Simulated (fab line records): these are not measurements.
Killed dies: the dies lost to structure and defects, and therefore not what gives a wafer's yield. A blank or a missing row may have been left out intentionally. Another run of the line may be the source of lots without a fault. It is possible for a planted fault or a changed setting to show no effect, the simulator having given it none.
fab line records	flow nandHarc
record: lots: 12	wafers: 36	lastDay: 32
route steps=1302 shown A_SLIT@923 A_SIN_REMOVE@951 END@1302
lots untouched by any fault: they come from a run of this same line in which no faults occurred
startH: hours from the record's opening day to when the first of the lot's shown wafers began	waitH: time in hours since the lot's previous step	" same as the row above	L1.1+2: a row that stands for several wafers	- no value, or no start was given	* or withheld: withheld	< > ~ a bound
route shown NAME@n: NAME is a module with steps in the file, n the number in the route of the first one	usual: average and standard deviation across the fault-free wafers	same: alike in all rows	chamber/n: place in a boat	sites: readings site by site	_std_site: how widely they spread, as a standard deviation	_edge_site: outer sites' mean less inner sites'	radiusMm: for every site, how far away it sits from the centre of the wafer	mask NAME#n: copy n	behind: the last tool/chamber to shape the wafer	hold: cause of the lot's hold/its duration in hours/its outcome	device: names the non-switching transistor (n, p or np)	end of line: the same wafers' tests at the end of the route	a step with no rows: only its recipe	killed: not the wafer's yield, but the dies lost to structure and defects at the first sort	map: a wafer's dies, marking killed ones x, the rest . and places with no die _
set.NAME: the setting the step ran with; set.NAME@STEP: the setting that earlier step ran with	model.NAME: the simulator's own value behind a step, which no gauge read
a sample of lots followed through the steps of the route, with each step as a table and each wafer as a row
services: the hour from which a tool's chamber was out of use, counted from the record's first day as startH (under 0 if before that day), plus the number of hours and why
== steps ==
step: NHARC_A_SLIT_DEP_00
recipe: targetThkA: 62000	tempC: 400	material: aC
usual: throttleValvePct: 34.999/0.0088
lot.wafer	tool	chamber	startH	waitH	throttleValvePct
L811.3	aclDep-03	0	436.60	-	34.993
L811.5	"	0	437.84	-	34.989
L811.6	"	0	"	"	35.008
L812.1	aclDep-01	0	455.59	-	34.993
L812.2	"	0	"	"	34.999
L812.5	"	0	458.11	-	34.978
L814.1	aclDep-02	0	487.38	-	34.993
L814.5	"	0	489.87	-	35.016
L814.6	"	0	"	"	34.993
L815.2	aclDep-01	0	489.12	-	35.005
L815.4	"	0	490.35	-	34.997
L815.5	"	0	"	"	35.009
L817.4	aclDep-01	0	504.10	-	34.990
L817.5	"	0	"	"	35.003
L817.6	"	0	"	"	35.003
L818.1	aclDep-03	0	522.85	-	34.994
L818.2	"	0	"	"	35.004
L818.3	"	0	"	"	34.993
L823.1	aclDep-01	0	565.21	-	34.995
L823.2	"	0	"	"	34.999
L823.6	"	0	568.34	-	35.006
L825.1	aclDep-01	0	576.36	-	35.010
L825.2	"	0	"	"	35.000
L825.4	"	0	578.25	-	34.994
L830.1	aclDep-03	0	627.11	-	35.002
L830.4	"	0	629.00	-	35.011
L830.5	"	0	"	"	34.998
L831.1	aclDep-02	0	636.02	-	35.002
L831.3	"	0	637.28	-	35.007
L831.5	"	0	638.54	-	34.989
L833.1	aclDep-02	0	650.32	-	35.001
L833.4	"	0	652.21	-	35.023
L833.5	"	0	"	"	35.000
L832.2	aclDep-01	0	650.79	-	34.998
L832.4	"	0	652.05	-	34.995
L832.5	"	0	"	"	35.011
step: NHARC_A_SLIT_DEP_23
recipe: targetThkA: 1000	targetThkNm: 100	tempC: 400	pressureTorr: 3.5	flowSccm: 200	rfW: 350	material: SiON
usual: heaterPowerW: 757/110
lot.wafer	tool	chamber	startH	waitH	heaterPowerW
L811.3	pecvd-01	0	439.13	1.9	700
L811.6	"	2	"	"	660
L811.5	"	0	"	"	682
L812.2	pecvd-01	1	459.40	2.5	820
L812.1	"	0	"	"	662
L812.5	"	2	"	"	688
L814.1	pecvd-01	0	491.17	3.2	670
L814.6	"	0	"	"	674
L814.5	"	1	"	"	779
L815.2	pecvd-03	2	492.23	2.5	600
L815.5	"	0	"	"	788
L815.4	"	1	"	"	860
L817.5	pecvd-02	2	506.09	0.7	829
L817.6	"	0	"	"	822
L817.4	"	1	"	"	859
L818.3	pecvd-03	1	526.62	1.9	846
L818.1	"	2	"	"	501
L818.2	"	0	"	"	835
L823.1	pecvd-02	2	568.98	3.2	808
L823.2	"	0	"	"	809
L823.6	"	2	"	"	813
L825.2	pecvd-01	0	580.15	2.5	688
L825.1	"	2	"	"	726
L825.4	"	0	"	"	698
L830.1	pecvd-03	1	630.94	3.2	772
L830.5	"	0	"	"	779
L830.4	"	2	"	"	686
L831.1	pecvd-02	0	639.85	3.2	810
L831.3	"	1	"	"	876
L831.5	"	0	"	"	839
L832.2	pecvd-03	0	653.99	2.6	801
L832.4	"	2	"	"	575
L832.5	"	0	"	"	787
L833.1	pecvd-01	2	654.14	3.2	579
L833.4	"	1	"	"	885
L833.5	"	2	"	"	591
step: NHARC_A_SLIT_CD_MEAS_09
recipe: targetCdNm: 300	landingEnergyEv: 500
usual: cdNm: 300.0/0.66
lot.wafer	tool	chamber	startH	waitH	cdNm
L811.3	cdSem-01	0	439.79	-	299.7
L811.5	"	0	"	"	300.3
L811.6	"	0	"	"	300.4
L812.1	cdSem-01	0	460.08	-	300.3
L812.2	"	0	"	"	300.3
L812.5	"	0	"	"	299.6
L814.1	cdSem-01	0	491.82	-	300.5
L814.5	"	0	"	"	300.2
L814.6	"	0	"	"	299.8
L815.2	cdSem-01	0	492.90	-	300.5
L815.4	"	0	"	"	300.8
L815.5	"	0	"	"	300.3
L817.4	cdSem-03	0	506.69	-	300.7
L817.5	"	0	"	"	300.6
L817.6	"	0	"	"	300.8
L818.1	cdSem-03	0	527.17	-	300.5
L818.2	"	0	"	"	299.6
L818.3	"	0	"	"	299.8
L823.1	cdSem-03	0	569.54	-	298.9
L823.2	"	0	"	"	299.6
L823.6	"	0	"	"	299.2
L825.1	cdSem-01	0	580.71	-	298.7
L825.2	"	0	"	"	300.0
L825.4	"	0	"	"	298.0
L830.1	cdSem-02	0	631.59	-	300.3
L830.4	"	0	"	"	300.0
L830.5	"	0	"	"	300.2
L831.1	cdSem-03	0	640.49	-	300.0
L831.3	"	0	"	"	301.0
L831.5	"	0	"	"	299.8
L832.2	cdSem-01	0	654.64	-	299.9
L832.4	"	0	"	"	299.4
L832.5	"	0	"	"	299.4
L833.1	cdSem-02	0	654.79	-	299.4
L833.4	"	0	"	"	299.4
L833.5	"	0	"	"	300.1
step: NHARC_A_SLIT_INSPECT_11
usual: rawDefectCount: 60/32
lot.wafer	tool	chamber	startH	waitH	rawDefectCount
L811.3	defectInspect-02	-	439.91	0.0	67
L811.5	"	-	"	"	54
L811.6	"	-	"	"	63
L812.1	defectInspect-01	-	460.20	0.0	57
L812.2	"	-	"	"	64
L812.5	"	-	"	"	57
L814.1	defectInspect-01	-	491.94	0.0	18
L814.5	"	-	"	"	34
L814.6	"	-	"	"	18
L815.2	defectInspect-01	-	493.02	0.0	107
L815.4	"	-	"	"	111
L815.5	"	-	"	"	101
L817.4	defectInspect-02	-	506.81	0.0	66
L817.5	"	-	"	"	79
L817.6	"	-	"	"	88
L818.1	defectInspect-02	-	527.29	0.0	34
L818.2	"	-	"	"	21
L818.3	"	-	"	"	21
L823.1	defectInspect-02	-	569.66	0.0	742
L823.2	"	-	"	"	768
L823.6	"	-	"	"	807
L825.1	defectInspect-02	-	580.83	0.0	819
L825.2	"	-	"	"	930
L825.4	"	-	"	"	845
L830.1	defectInspect-02	-	631.72	0.0	52
L830.4	"	-	"	"	40
L830.5	"	-	"	"	60
L831.1	defectInspect-01	-	640.62	0.0	72
L831.3	"	-	"	"	59
L831.5	"	-	"	"	73
L832.2	defectInspect-02	-	654.76	0.0	7
L832.4	"	-	"	"	13
L832.5	"	-	"	"	18
L833.1	defectInspect-02	-	654.92	0.0	66
L833.4	"	-	"	"	77
L833.5	"	-	"	"	67
step: NHARC_A_SLIT_ETCH_15
recipe: targetDepthA: 62000	overEtchFrac: 0.3	timeS: 1612	ionEnergyEv: 150	o2FlowSccm: 400	cosFlowSccm: 20	arFlowSccm: 0	rfW: 500	biasW: 300	chemistry: O2/COS
usual: drypumpMotorCurrentA: 5.7/0.37	oesProductAu: 1.000/0.013	rfVppV: 314.7/1.9	showerheadPlenumPTorr: 3.16/0.13	throttleValvePct: 28.330/0.01
same: overEtchFrac: 0.3	timeS: 1612
lot.wafer	tool	chamber	startH	waitH	drypumpMotorCurrentA	oesProductAu	rfHoursCounterH	rfVppV	showerheadPlenumPTorr	throttleValvePct
L811.3	rieDiel-01	1	-	-	6.0	0.987	1.7	317.0	3.25	28.303
L811.5	"	2	"	"	5.7	1.019	-	318.3	3.31	28.331
L811.6	"	3	"	"	5.8	1.032	-	312.3	3.09	28.334
L812.2	rieDiel-11	1	-	-	5.6	1.007	0.5	317.1	3.31	28.333
L812.1	"	3	"	"	5.3	1.004	0.5	314.7	3.21	28.346
L812.5	"	0	"	"	6.1	1.005	-	313.9	3.19	28.332
L814.1	rieDiel-01	0	-	-	6.4	0.981	4.5	312.6	2.98	28.337
L814.5	"	2	"	"	5.7	0.993	-	316.8	3.30	28.324
L814.6	"	3	"	"	5.8	1.030	-	314.4	3.09	28.328
L815.2	rieDiel-04	2	-	-	5.8	1.003	6.9	318.2	3.32	28.342
L815.4	"	1	"	"	5.0	1.010	8.1	314.4	3.14	28.335
L815.5	"	2	"	"	5.8	1.006	-	316.4	3.32	28.319
L817.4	rieDiel-01	2	-	-	5.7	1.007	6.8	315.3	3.30	28.323
L817.6	"	1	"	"	6.0	0.993	-	316.6	3.25	28.332
L817.5	"	2	"	"	5.7	1.007	-	315.6	3.30	28.336
L818.2	rieDiel-04	0	-	-	5.4	1.013	11.1	311.0	3.00	28.327
L818.3	"	1	"	"	5.0	0.994	10.3	315.3	3.14	28.344
L818.1	"	2	"	"	5.8	0.988	9.5	315.7	3.32	28.326
L823.2	rieDiel-04	3	-	-	5.3	1.027	1.0	312.1	2.92	28.333
L823.1	"	0	"	"	5.4	0.985	1.0	312.7	3.00	28.346
L823.6	"	3	"	"	5.2	1.016	-	310.8	2.92	28.320
L825.2	rieDiel-04	0	-	-	5.4	0.979	2.0	312.2	3.00	28.336
L825.4	"	2	"	"	5.8	0.993	2.5	317.4	3.32	28.309
L825.1	"	3	"	"	5.3	1.009	2.4	311.6	2.92	28.333
L830.1	rieDiel-04	0	-	-	5.3	0.982	5.7	312.5	3.00	28.340
L830.4	"	3	"	"	5.3	1.008	5.3	311.7	2.92	28.357
L830.5	"	1	"	"	5.0	0.987	-	314.5	3.14	28.343
L831.3	rieDiel-11	0	-	-	6.1	1.001	2.2	315.3	3.19	28.330
L831.1	"	1	"	"	5.6	1.007	1.8	316.9	3.31	28.311
L831.5	"	1	"	"	5.6	1.001	-	317.5	3.31	28.332
L832.2	rieDiel-01	3	-	-	5.9	1.029	4.9	313.8	3.09	28.328
L832.4	"	0	"	"	6.4	1.014	4.5	312.7	2.98	28.356
L832.5	"	1	"	"	6.0	0.982	-	315.6	3.25	28.333
L833.4	rieDiel-11	0	-	-	6.1	0.999	3.5	314.9	3.19	28.342
L833.1	"	2	"	"	5.9	0.995	1.8	314.4	3.17	28.320
L833.5	"	3	"	"	5.4	0.989	-	315.9	3.20	28.327
step: NHARC_A_SIN_REMOVE_INSPECT_04
usual: rawDefectCount: 407/98
lot.wafer	tool	chamber	startH	waitH	rawDefectCount
L811.3	defectInspect-02	-	451.88	0.0	430
L811.5	"	-	"	"	435
L811.6	"	-	"	"	377
L812.1	defectInspect-02	-	472.52	0.0	448
L812.2	"	-	"	"	396
L812.5	"	-	"	"	379
L814.1	defectInspect-01	-	504.89	0.0	574
L814.5	"	-	"	"	368
L814.6	"	-	"	"	342
L815.2	defectInspect-02	-	504.89	0.0	557
L815.4	"	-	"	"	462
L815.5	"	-	"	"	433
L817.4	defectInspect-02	-	524.05	0.0	408
L817.5	"	-	"	"	518
L817.6	"	-	"	"	531
L818.1	defectInspect-02	-	544.11	0.0	224
L818.2	"	-	"	"	218
L818.3	"	-	"	"	206
L823.1	defectInspect-02	-	582.64	0.0	987
L823.2	"	-	"	"	1059
L823.6	"	-	"	"	1050
L825.1	defectInspect-01	-	593.82	0.0	1129
L825.2	"	-	"	"	1159
L825.4	"	-	"	"	1148
L830.1	defectInspect-01	-	644.78	0.0	267
L830.4	"	-	"	"	308
L830.5	"	-	"	"	335
L831.1	defectInspect-02	-	653.58	0.0	383
L831.3	"	-	"	"	459
L831.5	"	-	"	"	434
L832.2	defectInspect-01	-	667.82	0.0	392
L832.4	"	-	"	"	269
L832.5	"	-	"	"	543
L833.1	defectInspect-02	-	671.06	0.0	530
L833.4	"	-	"	"	403
L833.5	"	-	"	"	359
step: NHARC_END_SORT_01
recipe: tempC: 25
usual: killedAtArray: 52/18	killedAtOther: 1.0/1.4	killedAtPeriphery: 3.1/2.3	killedDies: 56/17	killedOpen: 3.0/1.7	killedShort: 2.5/1.7
same: grossDies: 677
lot.wafer	tool	chamber	startH	waitH	killedAtArray	killedAtOther	killedAtPeriphery	killedDies	killedOpen	killedShort
L825.1	prober-01	0	683.59	2.6	104	1	2	107	1	1
L825.2	prober-01	0	684.39	2.8	136	1	4	141	1	2
L825.4	prober-01	0	685.99	3.4	118	4	2	124	4	0
L823.1	prober-02	0	684.76	2.5	105	2	3	110	2	3
L823.2	prober-02	0	685.56	2.8	123	1	1	125	4	6
L823.6	prober-02	0	688.75	4.0	112	1	0	113	3	1
killed by level:class
L825.1 A_SLIT:unspecified=68 A_CHANNEL_HOLE_D1:chamberFilmFlake=15 A_CHANNEL_HOLE_D2:chamberFilmFlake=9 A_STAIRCASE:chamberFilmFlake=4 A_CONTACT:chamberFilmFlake=4 P_M2:chamberFilmFlake=2 A_CHANNEL_FILL_D2:geometricParticle:open=1 A_WL_FILL:geometricParticle:short=1
L825.2 A_SLIT:unspecified=84 A_CHANNEL_HOLE_D2:chamberFilmFlake=21 A_CHANNEL_HOLE_D1:chamberFilmFlake=19 A_CONTACT:chamberFilmFlake=5 A_CHANNEL_FILL_D1:chamberFilmFlake=2 P_CONTACT:geometricParticle:open=1 A_CHANNEL_FILL_D1:geometricParticle:short=1 A_CHANNEL_FILL_D2:geometricParticle:short=1
L823.1 A_SLIT:unspecified=71 A_CHANNEL_HOLE_D2:chamberFilmFlake=13 A_CONTACT:chamberFilmFlake=5 A_CHANNEL_HOLE_D1:chamberFilmFlake=4 A_CHANNEL_FILL_D2:chamberFilmFlake=2 A_STAIRCASE:chamberFilmFlake=2 A_SLIT:chamberFilmFlake=2 A_WL_FILL:chamberFilmFlake=2
L823.2 A_SLIT:unspecified=83 A_CHANNEL_HOLE_D2:chamberFilmFlake=10 A_WL_FILL:chamberFilmFlake=8 A_CONTACT:chamberFilmFlake=5 A_CHANNEL_FILL_D2:geometricParticle:short=3 A_CHANNEL_HOLE_D1:chamberFilmFlake=3 A_CHANNEL_FILL_D1:geometricParticle:short=2 A_SLIT:chamberFilmFlake=2
L825.4 A_SLIT:unspecified=68 A_CHANNEL_HOLE_D1:chamberFilmFlake=18 A_CHANNEL_HOLE_D2:chamberFilmFlake=15 A_M1:chamberFilmFlake=6 A_CONTACT:chamberFilmFlake=3 STARTING-WAFER:geometricParticle:open=2 A_ZERO_WELL:chamberFilmFlake=2 A_STAIRCASE:chamberFilmFlake=2
L823.6 A_SLIT:unspecified=78 A_CHANNEL_HOLE_D2:chamberFilmFlake=12 A_WL_FILL:chamberFilmFlake=7 A_CONTACT:chamberFilmFlake=4 A_ZERO_WELL:chamberFilmFlake=2 A_CHANNEL_HOLE_D1:chamberFilmFlake=2 A_STAIRCASE:chamberFilmFlake=2 A_ONON_D1:geometricParticle:open=1
== services ==
tool	chamber	startH	hours	kind
pecvd-01	0	420.21	6.8	repair
pecvd-03	-	421.54	3.6	repair
rieDiel-11	0	423.28	34.3	repair
aclDep-02	-	426.29	13.0	pm
rieDiel-01	3	426.92	1.8	repair
rieDiel-11	-	432.50	9.0	pm
rieDiel-04	-	444.23	0.8	repair
rieDiel-04	0	458.98	2.6	repair
pecvd-03	0	464.27	5.3	repair
pecvd-03	2	479.59	2.3	repair
aclDep-03	-	484.90	13.0	pm
pecvd-01	-	492.00	13.0	pm
rieDiel-11	-	511.59	0.4	repair
rieDiel-01	-	519.55	0.8	repair
rieDiel-04	3	519.75	9.5	repair
rieDiel-01	0	523.28	1.8	repair
rieDiel-04	-	531.90	9.0	pm
pecvd-03	-	547.96	13.0	pm
rieDiel-01	1	551.90	4.5	repair
aclDep-01	-	552.21	13.0	pm
rieDiel-01	-	557.80	9.0	pm
rieDiel-01	0	586.29	4.7	repair
rieDiel-01	3	592.66	5.8	repair
rieDiel-04	-	624.73	1.4	repair
== key ==
firstSign: step: NHARC_A_SLIT_INSPECT_11	reading: rawDefectCount	direction: up	sigmas: 24	usual: 60	struck: 818
effect: step: NHARC_A_SIN_REMOVE_INSPECT_04	reading: rawDefectCount	direction: up	sigmas: 7	usual: 407	struck: 1089
effect: step: NHARC_END_SORT_01	reading: killedDies	direction: up	sigmas: 3.7	usual: 56	struck: 120
moreKillsBornAt: NHARC_A_SLIT_DEP_00@aclDep-01: 452
metAt NHARC_A_SLIT_DEP_00
struckLots L823,L825
testerLeftOut L823,L825
notActingAt NHARC_A_SLIT_DEP_23,NHARC_A_SLIT_CD_MEAS_09,NHARC_A_SLIT_ETCH_15
onsetBetween 504.10 565.21
fault: kind: chamberParticleSource	tool: aclDep-01	chamber: -	onsetH: 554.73	steps: NHARC_A_SLIT_DEP_00	ratePerVisitCm2: 1.1608	endH: 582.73
testerLeftOut: of these lots the tester's yield and bins aren't shown, on N5 and GAA mostly nor the transistor test; their killed dies are dies lost to structure and defects alone, not to doping, threshold or leakage, so they don't give the yield
